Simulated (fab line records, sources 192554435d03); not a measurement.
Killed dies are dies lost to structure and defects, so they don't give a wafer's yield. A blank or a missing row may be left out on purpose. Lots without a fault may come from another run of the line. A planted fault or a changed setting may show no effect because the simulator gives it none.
Chamber matching | flow n5_finfet | N5_FIN_SAQP_STRIP_77 on rie_diel-03: 4 sister chambers
The step strips in N2/H2, time 90 s. 22 wafers are shown with their chamber, then 11 later ones without.

WAFERS WITH THEIR CHAMBER
wafer  | chamber | showerhead_plenum_p_Torr (Torr) | throttle_valve_pct (%) | drypump_motor_current_A (A)
L076.3 | 1       | 3.50                            | 12.43                  | 5.9
L076.4 | 3       | 3.46                            | 11.95                  | 5.4
L076.5 | 0       | 3.48                            | 12.15                  | 5.8
L078.3 | 0       | 3.48                            | 12.16                  | 5.8
L078.4 | 2       | 3.20                            | 12.60                  | 4.9
L078.6 | 1       | 3.49                            | 12.44                  | 5.9
L079.1 | 0       | 3.48                            | 12.15                  | 5.8
L079.3 | 3       | 3.45                            | 11.96                  | 5.4
L079.4 | 1       | 3.49                            | 12.45                  | 5.9
L080.3 | 1       | 3.49                            | 12.46                  | 5.9
L080.4 | 3       | 3.45                            | 11.97                  | 5.5
L080.5 | 2       | 3.20                            | 12.61                  | 4.9
L081.4 | 3       | 3.45                            | 11.98                  | 5.4
L081.5 | 2       | 3.20                            | 12.60                  | 5.0
L081.6 | 3       | 3.45                            | 11.97                  | 5.4
L083.1 | 0       | 3.47                            | 12.19                  | 5.8
L083.4 | 1       | 3.49                            | 12.48                  | 5.9
L083.5 | 3       | 3.45                            | 11.99                  | 5.5
L085.1 | 2       | 3.20                            | 12.63                  | 4.9
L085.2 | 0       | 3.47                            | 12.20                  | 5.9
L085.6 | 1       | 3.48                            | 12.48                  | 5.9
L087.2 | 1       | 3.48                            | 12.50                  | 5.9

SIGNATURES (means of the wafers above)
reading                  | chamber 0 | chamber 1 | chamber 2 | chamber 3 | scatter within a chamber
showerhead_plenum_p_Torr | 3.4760    | 3.4886    | 3.2000    | 3.4517    | 0.00521
throttle_valve_pct       | 12.1700   | 12.4629   | 12.6100   | 11.9700   | 0.0205
drypump_motor_current_A  | 5.820     | 5.900     | 4.925     | 5.433     | 0.04
Rule: a wafer's distance from a chamber is the root of the sum, over the readings, of the square of ((its reading less the chamber's mean) divided by the reading's scatter). The wafer belongs to the nearest chamber; if the next one is less than 2 further off, it can't be placed. The scatter: the root of (the sum of the squares of (reading less its chamber's mean) over the shown wafers, divided by (wafers less chambers)).

WAFERS WITHOUT THEIR CHAMBER
wafer  | showerhead_plenum_p_Torr (Torr) | throttle_valve_pct (%) | drypump_motor_current_A (A)
L087.3 | 3.47                            | 12.21                  | 5.8
L087.4 | 3.48                            | 12.50                  | 5.9
L090.1 | 3.44                            | 12.02                  | 5.4
L090.2 | 3.48                            | 12.51                  | 5.9
L090.4 | 3.44                            | 12.03                  | 5.4
L094.2 | 3.43                            | 12.04                  | 5.5
L094.3 | 3.47                            | 12.53                  | 5.8
L094.4 | 3.59                            | 12.02                  | 4.9
L096.2 | 3.43                            | 12.05                  | 5.4
L096.3 | 3.46                            | 11.59                  | 5.9
L096.5 | 3.46                            | 11.61                  | 5.8

WHICH CHAMBER EACH WENT THROUGH
wafer  | from the rows above | in truth
L087.3 | 0                   | 0
L087.4 | 1                   | 1
L090.1 | 3                   | 3
L090.2 | 1                   | 1
L090.4 | 3                   | 3
L094.2 | 3                   | 3
L094.3 | 1                   | 1
L094.4 | 3                   | 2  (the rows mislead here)
L096.2 | 3                   | 3
L096.3 | 3                   | 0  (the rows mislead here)
L096.5 | 3                   | 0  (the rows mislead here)
Placed correctly: 8 of 11. Can't be placed from these rows: 0. Placed wrongly: 3.
